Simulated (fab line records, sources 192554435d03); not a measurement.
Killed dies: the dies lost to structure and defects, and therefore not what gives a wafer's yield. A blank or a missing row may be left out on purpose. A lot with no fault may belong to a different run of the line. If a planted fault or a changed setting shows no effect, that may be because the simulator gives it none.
Matching of chambers / flow n5-finfet / 4 sister chambers for N5_BEOL_M10_ETCH_62 on rie-diel-01
The step etches SOC in N2/H2, target depth 110 nm, overetch 22 nm, time 165 s. 14 wafers are shown with their chamber, then 7 later ones without.

WAFERS, EACH WITH ITS CHAMBER
wafer=L078.3; chamber=2; oes-product-au (a.u.)=0.60; throttle-valve-pct (%)=17.99; drypump-motor-current-A (A)=5.0
wafer=L078.4; chamber=3; oes-product-au (a.u.)=0.59; throttle-valve-pct (%)=17.89; drypump-motor-current-A (A)=5.3
wafer=L078.5; chamber=1; oes-product-au (a.u.)=0.69; throttle-valve-pct (%)=17.78; drypump-motor-current-A (A)=5.2
wafer=L080.1; chamber=0; oes-product-au (a.u.)=0.66; throttle-valve-pct (%)=17.83; drypump-motor-current-A (A)=6.3
wafer=L080.3; chamber=2; oes-product-au (a.u.)=0.61; throttle-valve-pct (%)=17.99; drypump-motor-current-A (A)=4.9
wafer=L080.6; chamber=3; oes-product-au (a.u.)=0.60; throttle-valve-pct (%)=17.88; drypump-motor-current-A (A)=5.3
wafer=L082.1; chamber=1; oes-product-au (a.u.)=0.69; throttle-valve-pct (%)=17.79; drypump-motor-current-A (A)=5.3
wafer=L082.2; chamber=0; oes-product-au (a.u.)=0.66; throttle-valve-pct (%)=17.82; drypump-motor-current-A (A)=6.4
wafer=L082.4; chamber=2; oes-product-au (a.u.)=0.61; throttle-valve-pct (%)=17.98; drypump-motor-current-A (A)=5.0
wafer=L084.1; chamber=3; oes-product-au (a.u.)=0.58; throttle-valve-pct (%)=17.89; drypump-motor-current-A (A)=5.3
wafer=L084.2; chamber=2; oes-product-au (a.u.)=0.60; throttle-valve-pct (%)=18.00; drypump-motor-current-A (A)=4.9
wafer=L084.6; chamber=2; oes-product-au (a.u.)=0.60; throttle-valve-pct (%)=18.02; drypump-motor-current-A (A)=4.9
wafer=L085.2; chamber=3; oes-product-au (a.u.)=0.59; throttle-valve-pct (%)=17.88; drypump-motor-current-A (A)=5.4
wafer=L085.3; chamber=2; oes-product-au (a.u.)=0.61; throttle-valve-pct (%)=18.00; drypump-motor-current-A (A)=4.9

SIGNATURES, as means of the wafers listed above
reading=oes-product-au; chamber 0=0.6600; chamber 1=0.6900; chamber 2=0.6050; chamber 3=0.5900; scatter within a chamber=0.00592
reading=throttle-valve-pct; chamber 0=17.8250; chamber 1=17.7850; chamber 2=17.9967; chamber 3=17.8850; scatter within a chamber=0.0106
reading=drypump-motor-current-A; chamber 0=6.350; chamber 1=5.250; chamber 2=4.933; chamber 3=5.325; scatter within a chamber=0.0555
Rule: for a wafer and a chamber, the distance is found by dividing, reading by reading, the gap between the wafer's reading and the chamber's mean by the reading's scatter, squaring, summing and taking the root. If the next closest chamber is less than 2 further off than the closest, the wafer can't be placed; otherwise it belongs to the closest. How the scatter is found: for the shown wafers, subtract from each reading the mean of its chamber, square and add these, divide the total by (wafers less chambers), then take the root.

WAFERS WITH NO CHAMBER GIVEN
wafer=L085.6; oes-product-au (a.u.)=0.60; throttle-valve-pct (%)=18.01; drypump-motor-current-A (A)=4.9
wafer=L086.1; oes-product-au (a.u.)=0.59; throttle-valve-pct (%)=18.00; drypump-motor-current-A (A)=4.9
wafer=L086.3; oes-product-au (a.u.)=0.65; throttle-valve-pct (%)=17.85; drypump-motor-current-A (A)=6.4
wafer=L086.6; oes-product-au (a.u.)=0.59; throttle-valve-pct (%)=18.01; drypump-motor-current-A (A)=4.9
wafer=L092.3; oes-product-au (a.u.)=0.59; throttle-valve-pct (%)=18.03; drypump-motor-current-A (A)=5.0
wafer=L092.4; oes-product-au (a.u.)=0.64; throttle-valve-pct (%)=17.87; drypump-motor-current-A (A)=6.4
wafer=L092.6; oes-product-au (a.u.)=0.67; throttle-valve-pct (%)=17.82; drypump-motor-current-A (A)=5.2

CHAMBER TAKEN BY EACH
wafer=L085.6; from the rows above=2; in truth=2
wafer=L086.1; from the rows above=2; in truth=2
wafer=L086.3; from the rows above=0; in truth=0
wafer=L086.6; from the rows above=2; in truth=2
wafer=L092.3; from the rows above=2; in truth=2
wafer=L092.4; from the rows above=0; in truth=0
wafer=L092.6; from the rows above=1; in truth=1
Correctly placed: 7 of 7. Can't be placed from these rows: 0. Wrongly placed: 0.
